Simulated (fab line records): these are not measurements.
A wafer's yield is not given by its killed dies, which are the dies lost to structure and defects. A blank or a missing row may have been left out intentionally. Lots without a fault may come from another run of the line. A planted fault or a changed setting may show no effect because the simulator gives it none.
A struck lot beside a sound one | flow n5_finfet | 27 out of 1938 route steps
Sound: these wafers, L469.1, L469.3, L469.6. Struck: wafer L475.6. (L475.2, L475.4 of the same lot were not struck and are left out.) The cause comes at the end.
Each step with rows lists, per side, the tool, then ch with its chambers, then its first start. Under that, the readings that differ: sound wafers | struck wafers | difference of the means | sigmas: that difference in standard deviations of wafers without a fault.
alike: readings with means less than 2 such deviations apart, plus words and numbers identical on both sides. not compared: withheld readings, readings lacking a value on some wafer, bounds such as >300 that could conceal the same value, and numbers that have no deviation in the record and whose values overlap.
A row with sigmas, a row that says differs or no value, or rows on one side alone: a step with any of these is where the two part. When numbers do not overlap yet have no deviation, they are printed without sigmas and do not part them. A reading missing from all wafers of one side parts the sides only when that side holds two or more wafers.

N5_BEOL_M8_SPUTTER_48: material Cu, target thk 10 nm, time 1.667 s.
  sound: pvd_sputter-02 at day 10 08:15; struck: pvd_sputter-03 at day 11 20:08
  alike: throttle_valve_pct
then, 1 step without rows for these wafers: N5_BEOL_M8_ECD_50 (material Cu, target thk 300 nm).
N5_BEOL_M8_ANNEAL_51: time 90 s.
  sound on rtp_anneal-02 ch 0, day 10 08:58; struck on rtp_anneal-02 ch 0, day 11 20:41
  alike: wafer_temp_C_max
then, 1 step without rows for these wafers: N5_BEOL_M8_CMP_52 (polishes, stops on SiCOH lowk, t overpolish 6.9 s, target thk 80 nm).
N5_BEOL_M8_THK_MEAS_53: measures by xrf.
  sound: film_metro-02 at day 10 09:41; struck: film_metro-02 at day 11 21:16
  alike: M8_THK
then, 1 step without rows for these wafers: N5_BEOL_M8_PRE_CLEAN_55 (time 15 s).
N5_BEOL_M8_DEP_56: deposits SiCN from 3MS/NH3, target thk 10 nm, time 17.5 s.
  sound on pecvd-01 ch 0,2, day 10 09:45; struck on pecvd-03 ch 0, day 11 21:19
  alike: showerhead_plenum_p_Torr, throttle_valve_pct
N5_BEOL_M8_RS_MEAS_57: the measuring method here is four-point-probe.
  sound: film_metro-02 at day 10 09:49; struck: film_metro-02 at day 11 21:23
  alike: M8_RS
N5_BEOL_M8_INSPECT_58: inspects for defects (darkfield).
  sound: defect_inspect-02 at day 10 09:51; struck: defect_inspect-01 at day 11 21:25
  reading          | sound    | struck | difference | sigmas
  raw_defect_count | 62 68 76 | 113    | +44        | +2
then, 2 steps without rows for these wafers: N5_BEOL_M9_ILD_DEP_00 (deposits SiCOH lowk from DEMS/porogen, target thk 308.51 nm, time 58 s); N5_BEOL_M9_CURE_71 (cures SiCOH lowk, time 240 s).
N5_BEOL_M9_THK_MEAS_01:
  sound: film_metro-02 at day 10 10:28; struck: film_metro-02 at day 11 22:14
  alike: M9_ILD_THK
N5_BEOL_M9_PECVD_70: deposits SiO2 from TEOS/O2, target thk 20 nm, time 22.7 s.
  sound on pecvd-01 ch 0,1,2, day 10 10:31; struck on pecvd-04 ch 1, day 11 22:17
  alike: heater_power_outer_w, heater_power_w, showerhead_plenum_p_Torr, throttle_valve_pct
N5_BEOL_M9_HM_DEP_02: deposits TiN, target thk 20 nm.
  sound: pvd_sputter-02 at day 10 11:11; struck: pvd_sputter-01 at day 11 22:41
  alike: throttle_valve_pct
then, 8 steps without rows for these wafers: N5_BEOL_M9_COAT_59 (time 60 s, resist thk 100 nm); N5_BEOL_M9_COAT_60 (time 60 s, resist thk 30 nm); N5_BEOL_M9_COAT_05 (resist thk 90 nm); N5_BEOL_M9_EBR_07; N5_BEOL_M9_SOFTBAKE_06 (time 60 s); N5_BEOL_M9_EXPOSE_08 (exposes mask M9); N5_BEOL_M9_PEB_09 (peb time 60 s); N5_BEOL_M9_DEVELOP_10 (develop time 30 s).
N5_BEOL_M9_CD_MEAS_11 targets a cd of 64.1 nm.
  sound on cd_sem-01 ch 0, day 10 11:41; struck on cd_sem-01 ch 0, day 11 23:12
  alike: cd_nm
N5_BEOL_M9_OVL_MEAS_12:
  sound on overlay-01 ch 0, day 10 11:43; struck on overlay-01 ch 0, day 11 23:13
  alike: M9_OVL
N5_BEOL_M9_INSPECT_13: inspects for defects (brightfield).
  sound: defect_inspect-02 at day 10 11:44; struck: defect_inspect-02 at day 11 23:15
  reading          | sound       | struck | difference | sigmas
  raw_defect_count | 408 426 486 | 670    | +230       | +3
N5_BEOL_M9_DESCUM_16: chemistry O2, time 7.9 s.
  sound on rie_diel-04 ch 2,3, day 10 11:47; struck on rie_diel-04 ch 0, day 11 23:21
  reading                     | sound       | struck | difference | sigmas
  drypump_motor_current_A (A) | 4.7 6.0 4.7 | 6.3    | +1.2       | +3
  alike: oes_product_au, rf_vpp_V, showerhead_plenum_p_Torr, throttle_valve_pct
  not compared: rf_hours_counter_h
-- a jump in the record: the struck wafers' starts before and after are 2 days apart (it breaks off in module BEOL_M9 and resumes in module PASSIVATION, where the first step shown is number 1936 of the route) --
N5_PASSIVATION_PROBE_49:
  sound: prober-02 at day 12 19:47; struck: prober-01 at day 14 08:36
  reading                  | sound          | struck | difference | sigmas
  defect_limited_yield (%) | 90.9 90.0 91.8 | 85.3   | -5.6       | -4
  killed_at_M4_up          | 7 15 8         | 95     | +85        | +15
  killed_dies              | 107 118 97     | 174    | +67        | +4
  killed_open              | 74 77 62       | 45     | -26        | -2
  sort_bin_5_function (%)  | 5.4 5.8 4.9    | 9.3    | +3.9       | +4
  sort_n_pass              | 1073 1062 1083 | 1006   | -67        | -4
  sort_yield_pct (%)       | 90.9 90.0 91.8 | 85.3   | -5.6       | -4
  alike: killed_at_M0_to_M3, killed_at_contacts, killed_at_front_end, killed_at_other, killed_short, sort_bin_6_memory

WHERE THEY PART
Last at N5_PASSIVATION_PROBE_49 as far as this record goes, first at N5_BEOL_M8_INSPECT_58.

WHY: what the simulator had put in
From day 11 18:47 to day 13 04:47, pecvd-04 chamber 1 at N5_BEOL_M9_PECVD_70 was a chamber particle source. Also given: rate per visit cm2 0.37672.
